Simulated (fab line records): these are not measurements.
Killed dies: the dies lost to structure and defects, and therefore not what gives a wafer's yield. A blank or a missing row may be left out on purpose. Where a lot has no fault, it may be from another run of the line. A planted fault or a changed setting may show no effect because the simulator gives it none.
Matching of chambers + flow n5_finfet + N5_SDB_HM_OPEN_20 on rie_diel-06 has 4 sister chambers
The step chemistry CH3F/O2, target SiNx, stops on poly-Si, target depth 24 nm. 8 wafers are shown with their chamber, then 7 later ones without.

== WAFERS, EACH WITH ITS CHAMBER ==
| wafer  | chamber | drypump_motor_current_A (A) | showerhead_plenum_p_Torr (Torr) |
|--------|---------|-----------------------------|---------------------------------|
| L077.3 | 3       | 5.8                         | 2.12                            |
| L082.1 | 2       | 5.1                         | 2.05                            |
| L083.5 | 2       | 5.1                         | 2.05                            |
| L083.6 | 0       | 6.1                         | 2.12                            |
| L085.3 | 0       | 6.2                         | 2.12                            |
| L085.6 | 1       | 6.1                         | 1.94                            |
| L094.2 | 3       | 5.8                         | 2.11                            |
| L094.3 | 1       | 6.1                         | 1.93                            |

== WAFERS WITH NO CHAMBER GIVEN ==
| wafer  | drypump_motor_current_A (A) | showerhead_plenum_p_Torr (Torr) |
|--------|-----------------------------|---------------------------------|
| L094.5 | 6.1                         | 1.93                            |
| L095.4 | 5.1                         | 2.04                            |
| L095.5 | 5.8                         | 2.11                            |
| L095.6 | 6.1                         | 2.11                            |
| L096.2 | 5.8                         | 2.11                            |
| L096.3 | 5.1                         | 2.04                            |
| L096.6 | 5.8                         | 2.11                            |

== THE CHAMBER EACH PASSED THROUGH ==
| wafer  | from the rows above | in truth |
|--------|---------------------|----------|
| L094.5 | 1                   | 1        |
| L095.4 | 2                   | 2        |
| L095.5 | 3                   | 3        |
| L095.6 | 0                   | 0        |
| L096.2 | 3                   | 3        |
| L096.3 | 2                   | 2        |
| L096.6 | 3                   | 3        |
Correct placement for 7 of the 7. Number that these rows cannot place: 0. Number placed wrongly: 0.
How it was worked out, from the rows above alone: a wafer's distance from a chamber is the root of the sum, over the readings, of the square of ((its reading less the chamber's mean) divided by the reading's scatter). If the next closest chamber is less than 2 further off than the closest, the wafer can't be placed; otherwise it belongs to the closest. For every chamber, the mean is computed from those of its wafers that are shown. The scatter is the square root of a quotient: the sum, over the shown wafers, of each reading's squared deviation from its chamber's mean, divided by wafers minus chambers.
